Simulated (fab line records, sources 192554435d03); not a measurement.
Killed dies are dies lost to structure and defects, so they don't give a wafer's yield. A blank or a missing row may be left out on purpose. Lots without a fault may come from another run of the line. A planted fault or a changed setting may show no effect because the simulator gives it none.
fab line records | flow n5_finfet
record lots=6 wafers=17 last_day=17
route steps=1938 shown BEOL_M15@1815
lots that met no fault: from a run of the same line without faults
start_h: hours from the record's first day to the start of the lot's first wafer shown | wait_h: hours since the lot's step before | " the same as in the row above | L1.1+2: a row that stands for several wafers | - no value, or no start given | * or withheld: withheld | < > ~ a bound
route shown NAME@n: a module of which the file shows steps, and the number in the route of the first | usual: mean/standard deviation of fault-free wafers | same: alike in all rows | chamber/n: place in a boat | sites: the reading at each site | _std_site: their standard deviation | _edge_site: outer sites' mean less inner sites' | radius_mm: how far each site lies from the wafer's centre | mask NAME#n: copy n | behind: the tool/chamber that last shaped the wafer | hold: why the lot was held/for how many hours/how that ended | device: the transistor (n, p or np) that didn't switch | end of line: the same wafers' tests at the end of the route | a step without rows: its recipe alone | killed: dies lost to structure and defects at the first sort, not the wafer's yield | map: a wafer's dies, x killed, . not, _ none there
set.NAME: the setting as run; set.NAME@STEP: as run at that earlier step | model.NAME: the simulator's own value behind a step, which no gauge read
lots at some steps of the route; a table a step, a row a wafer
services: from which hour (start_h, from the record's first day; less than 0 if before it) a tool's chamber was out of use, for how many hours, and why
## steps
# step N5_BEOL_M15_PRECLEAN_39
# recipe chemistry=residue_remover time_s=60 temp_c=40
# step N5_BEOL_M15_SRD_40
# recipe time_s=30 temp_c=23 rinse_liquid=diw dry=n2_spin spin_rpm=1500 dry_time_s=30
# step N5_BEOL_M15_DEGAS_41
# recipe ambient=vacuum temp_c=300 time_s=60
# usual heater_power_w=471/63
# columns lot.wafer tool chamber start_h wait_h heater_power_w
L908.2 pvd_sputter-02 - 323.88 5.1 489
L908.4 " - " " 492
L908.6 " - " " 467
L905.2 pvd_sputter-02 - 340.72 0.3 515
L905.3 " - " " 440
L905.6 " - " " 460
L916.1 pvd_sputter-01 - 366.85 0.3 442
L916.5 " - " " 491
L916.6 " - " " 404
L914.3 pvd_sputter-01 - 373.13 0.5 455
L914.5 " - " " 490
L914.6 " - " " 410
L917.2 pvd_sputter-01 - 374.57 0.5 494
L917.6 " - " " 456
L924.1 pvd_sputter-03 - 396.29 0.5 463
L924.4 " - " " 613
L924.5 " - " " 441
# step N5_BEOL_M15_PRE_CLEAN_42
# recipe gas=H2/He time_s=30 temp_c=300
# usual heater_power_w=471/64
# columns lot.wafer tool chamber start_h wait_h heater_power_w
L908.2 pvd_sputter-02 - 323.92 0.0 509
L908.4 " - " " 498
L908.6 " - " " 449
L905.2 pvd_sputter-02 - 340.76 0.0 501
L905.3 " - " " 453
L905.6 " - " " 454
L916.1 pvd_sputter-01 - 366.89 0.0 449
L916.5 " - " " 499
L916.6 " - " " 400
L914.3 pvd_sputter-01 - 373.17 0.0 459
L914.5 " - " " 492
L914.6 " - " " 398
L917.2 pvd_sputter-01 - 374.61 0.0 490
L917.6 " - " " 447
L924.1 pvd_sputter-03 - 396.33 0.0 461
L924.4 " - " " 601
L924.5 " - " " 438
# step N5_BEOL_M15_SPUTTER_43
# recipe material=TaN target_thk_a=150 temp_c=50 bias_v=168.6 power_w=15000 chamber_pressure_pa=0.12 time_s=24.19
# usual throttle_valve_pct=29.7/0.91
# columns lot.wafer tool chamber start_h wait_h throttle_valve_pct
L908.2 pvd_sputter-02 - 323.96 0.0 29.2
L908.4 " - " " 29.4
L908.6 " - " " 28.5
L905.2 pvd_sputter-02 - 340.80 0.0 29.4
L905.3 " - " " 28.4
L905.6 " - " " 28.4
L916.1 pvd_sputter-01 - 366.93 0.0 29.8
L916.5 " - " " 31.6
L916.6 " - " " 28.6
L914.3 pvd_sputter-01 - 373.21 0.0 30.0
L914.5 " - " " 31.5
L914.6 " - " " 28.8
L917.2 pvd_sputter-01 - 374.65 0.0 31.4
L917.6 " - " " 30.1
L924.1 pvd_sputter-03 - 396.37 0.0 30.0
L924.4 " - " " 29.2
L924.5 " - " " 31.4
# step N5_BEOL_M15_SPUTTER_44
# recipe material=Ta target_thk_a=150 temp_c=50 bias_v=80 power_w=15000 chamber_pressure_pa=0.07 time_s=24.19
# usual throttle_valve_pct=29.7/0.91
# columns lot.wafer tool chamber start_h wait_h throttle_valve_pct
L908.2 pvd_sputter-02 - 324.04 0.0 29.2
L908.4 " - " " 29.5
L908.6 " - " " 28.7
L905.2 pvd_sputter-02 - 340.88 0.0 29.5
L905.3 " - " " 28.8
L905.6 " - " " 28.6
L916.1 pvd_sputter-01 - 367.01 0.0 30.3
L916.5 " - " " 31.4
L916.6 " - " " 28.4
L914.3 pvd_sputter-01 - 373.29 0.0 29.8
L914.5 " - " " 31.3
L914.6 " - " " 28.8
L917.2 pvd_sputter-01 - 374.73 0.0 31.6
L917.6 " - " " 30.0
L924.1 pvd_sputter-03 - 396.45 0.0 30.0
L924.4 " - " " 29.1
L924.5 " - " " 31.3
# step N5_BEOL_M15_SPUTTER_45
# recipe material=Cu target_thk_a=1000 temp_c=-20 bias_v=60 power_w=26000 chamber_pressure_pa=0.13 time_s=16.67
# step N5_BEOL_M15_ECD_47
# recipe material=Cu target_thk_a=18600
# step N5_BEOL_M15_ANNEAL_48
# recipe temp_c=225 time_s=90 ambient=N2
# usual wafer_temp_C_max=225.86/0.23
# columns lot.wafer tool chamber start_h wait_h wafer_temp_C_max
L908.2 rtp_anneal-01 0 324.52 0.2 225.49
L908.4 " 0 " " 225.81
L908.6 " 0 " " 225.52
L905.2 rtp_anneal-01 0 341.36 0.2 226.39
L905.3 " 0 " " 225.83
L905.6 " 0 " " 225.74
L916.1 rtp_anneal-01 0 367.49 0.2 225.54
L916.5 " 0 " " 225.63
L916.6 " 0 " " 225.58
L914.3 rtp_anneal-01 0 373.82 0.2 225.81
L914.5 " 0 " " 226.12
L914.6 " 0 " " 226.04
L917.2 rtp_anneal-01 0 375.21 0.2 225.85
L917.6 " 0 " " 226.14
L924.1 rtp_anneal-02 0 396.89 0.2 226.39
L924.4 " 0 " " 226.18
L924.5 " 0 " " 226.26
# step N5_BEOL_M15_CMP_49
# recipe stop_on=SiO2 t_overpolish_s=4.9 down_force_psi=2 platen_rpm=80 clearing_platen_down_force_psi=2 clearing_platen_rpm=80 post_cmp_clean=cu_alkaline target_thk_nm=850 clearing_platen_pad_velocity_m_s=1.5917 pad_velocity_m_s=1.5917
# step N5_BEOL_M15_THK_MEAS_50
# recipe thk_meas_gauge=xrf reads=Cu_of_BEOL_M15_ECD_47
# usual M15_THK=859/21
# columns lot.wafer tool chamber start_h wait_h M15_THK[nm]
L908.2 film_metro-01 - 325.07 - 837
L908.4 " - " " 838
L908.6 " - " " 841
L905.2 film_metro-01 - 341.92 - 841
L905.3 " - " " 876
L905.6 " - " " 881
L916.1 film_metro-01 - 368.08 - 847
L916.5 " - " " 841
L916.6 " - " " 819
L914.3 film_metro-02 - 374.32 - 882
L914.5 " - " " 885
L914.6 " - " " 852
L917.2 film_metro-01 - 375.76 - 842
L917.6 " - " " 829
L924.1 film_metro-02 - 397.48 - 834
L924.4 " - " " 841
L924.5 " - " " 841
# step N5_BEOL_M15_PRE_CLEAN_52
# recipe gas=NH3 time_s=15 temp_c=withheld rf_power_w=300
# step N5_BEOL_M15_DEP_53
# recipe material=SiCN target_thk_a=500 temp_c=withheld precursor=3MS/NH3 pressure_torr=3 rf_w=675 time_s=17.8
# usual rf_fwd_power_W=667/3.2 showerhead_plenum_p_Torr=4.150/0.02 showerhead_vpp_V=1594/87 throttle_valve_pct=17.7/1.1
# columns lot.wafer tool chamber start_h wait_h rf_fwd_power_W showerhead_plenum_p_Torr showerhead_vpp_V throttle_valve_pct model.SiCN_of_BEOL_M15_DEP_53.thk_nm
L908.2 pecvd-04 0 325.13 0.0 665 4.152 1722 18.7 49.6
L908.4 " 0 " " 665 4.169 1695 19.1 50.8
L908.6 " 1 " " 665 4.179 1472 16.9 51.6
L905.2 pecvd-03 0 341.99 0.0 665 4.161 1572 19.1 49
L905.3 " 2 " " 669 4.167 1533 16.2 49.8
L905.6 " 1 " " 671 4.141 1585 17.4 50.6
L916.1 pecvd-03 1 368.14 0.0 671 4.142 1578 17.7 50
L916.5 " 1 " " - 4.140 1582 17.5 24.2
L916.6 " 2 " " - 4.168 1592 16.4 24
L914.3 pecvd-04 0 374.38 0.0 669 4.148 1697 16.9 49
L914.5 " 0 " " 669 4.165 1706 16.9 50
L914.6 " 1 " " 667 4.164 1519 17.3 51
L917.2 pecvd-03 1 375.82 0.0 668 4.140 1586 17.6 49.8
L917.6 " 1 " " - 4.134 1531 17.5 24
L924.1 pecvd-04 2 397.55 0.0 672 4.154 1459 16.9 49.4
L924.4 " 1 " " 666 4.183 1505 17.4 50.4
L924.5 " 0 " " 666 4.168 1711 16.8 50.4
# step N5_BEOL_M15_RS_MEAS_54
# recipe thk_meas_gauge=four-point-probe reads=Cu_of_BEOL_M15_ECD_47+Ta_of_BEOL_M15_SPUTTER_44+TaN_of_BEOL_M15_SPUTTER_43
# usual M15_RS=0.0213/0.00049
# columns lot.wafer tool chamber start_h wait_h M15_RS[ohm/sq]
L908.2 film_metro-02 - 325.20 0.1 0.0218
L908.4 " - " " 0.0219
L908.6 " - " " 0.0218
L905.2 film_metro-01 - 342.05 0.1 0.0218
L905.3 " - " " 0.0210
L905.6 " - " " 0.0210
L916.1 film_metro-01 - 368.21 0.0 0.0212
L916.5 " - " " 0.0213
L916.6 " - " " 0.0220
L914.3 film_metro-01 - 374.45 0.1 0.0210
L914.5 " - " " 0.0208
L914.6 " - " " 0.0217
L917.2 film_metro-02 - 375.89 0.1 0.0215
L917.6 " - " " 0.0218
L924.1 film_metro-02 - 397.61 0.0 0.0220
L924.4 " - " " 0.0218
L924.5 " - " " 0.0218
## services
# columns tool chamber start_h hours kind
pecvd-04 0 336.82 - clean
pecvd-04 0 336.82 29.5 scheduled_down
pecvd-04 0 336.82 29.5 vent_cycle
pvd_sputter-01 - 376.86 2.8 repair
pecvd-03 1 378.82 2.1 scheduled_down
## key
first_sign none at tools or gauges
model_effect step=N5_BEOL_M15_DEP_53 value=SiCN_of_BEOL_M15_DEP_53.thk_nm without=50.27 struck=24.07
met_at N5_BEOL_M15_DEP_53
struck_wafers L916.5,L916.6,L917.6
onset_between 341.99 368.14
fault kind=process_parameter_drift tool=pecvd-03 chamber=- onset_h=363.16 steps=N5_BEOL_M15_DEP_53 channel=time_s offset=* shape=step end_h=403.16 scope=struck_wafers_only acts_in=* stated=*
